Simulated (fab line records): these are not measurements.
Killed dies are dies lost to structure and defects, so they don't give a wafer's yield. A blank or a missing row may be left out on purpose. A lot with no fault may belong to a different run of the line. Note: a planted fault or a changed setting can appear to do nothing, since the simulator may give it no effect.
Chamber matching    flow n5 finfet    N5_PASSIVATION_DESCUM_12 on rie diel-06 has 4 sister chambers
The step chemistry O2, time 7.9 s. 14 wafers are shown with their chamber, then 7 later ones without.

WAFERS, EACH WITH ITS CHAMBER
wafer   chamber  throttle valve pct (%)  showerhead plenum p Torr (Torr)  oes product au (a.u.)
L077.2  1        21.1                    2.00                             0.73
L077.3  2        19.9                    2.13                             0.68
L077.6  1        21.1                    2.00                             0.73
L079.2  1        21.1                    2.00                             0.72
L079.3  2        19.9                    2.13                             0.66
L079.4  3        20.5                    2.19                             0.85
L081.1  2        20.0                    2.13                             0.67
L081.2  0        20.2                    2.05                             0.86
L081.6  2        20.0                    2.13                             0.67
L091.3  3        20.5                    2.18                             0.83
L091.4  2        20.0                    2.12                             0.67
L091.6  3        20.5                    2.18                             0.84
L087.1  1        21.1                    2.00                             0.71
L087.2  2        20.0                    2.12                             0.66

SIGNATURES (means of the wafers above)
reading                   chamber 0  chamber 1  chamber 2  chamber 3  scatter within a chamber
throttle valve pct        20.200     21.100     19.967     20.500     0.0365
showerhead plenum p Torr  2.0500     2.0000     2.1267     2.1833     0.00447
oes product au            0.8600     0.7225     0.6683     0.8400     0.00871
Rule: for each reading, subtract the chamber's mean from the wafer's reading, divide by that reading's scatter and square the result; add these up over the readings and take the root, which gives the wafer's distance from the chamber. If the next closest chamber is less than 2 further off than the closest, the wafer can't be placed; otherwise it belongs to the closest. The scatter: the root of (the sum of the squares of (reading less its chamber's mean) over the shown wafers, divided by (wafers less chambers)).

WAFERS WHOSE CHAMBER IS MISSING
wafer   throttle valve pct (%)  showerhead plenum p Torr (Torr)  oes product au (a.u.)
L087.6  21.1                    2.00                             0.71
L090.2  20.0                    2.12                             0.67
L090.3  20.5                    2.18                             0.82
L090.6  20.2                    2.04                             0.85
L093.1  20.2                    2.04                             0.83
L093.3  21.1                    1.99                             0.70
L093.6  21.1                    1.99                             0.70

EACH ONE'S CHAMBER
wafer   from the rows above  in truth
L087.6  1                    1
L090.2  2                    2
L090.3  3                    3
L090.6  0                    0
L093.1  0                    0
L093.3  1                    1
L093.6  1                    1
7 of 7 placed correctly. Left unplaced by these rows: 0. 0 placed wrongly.
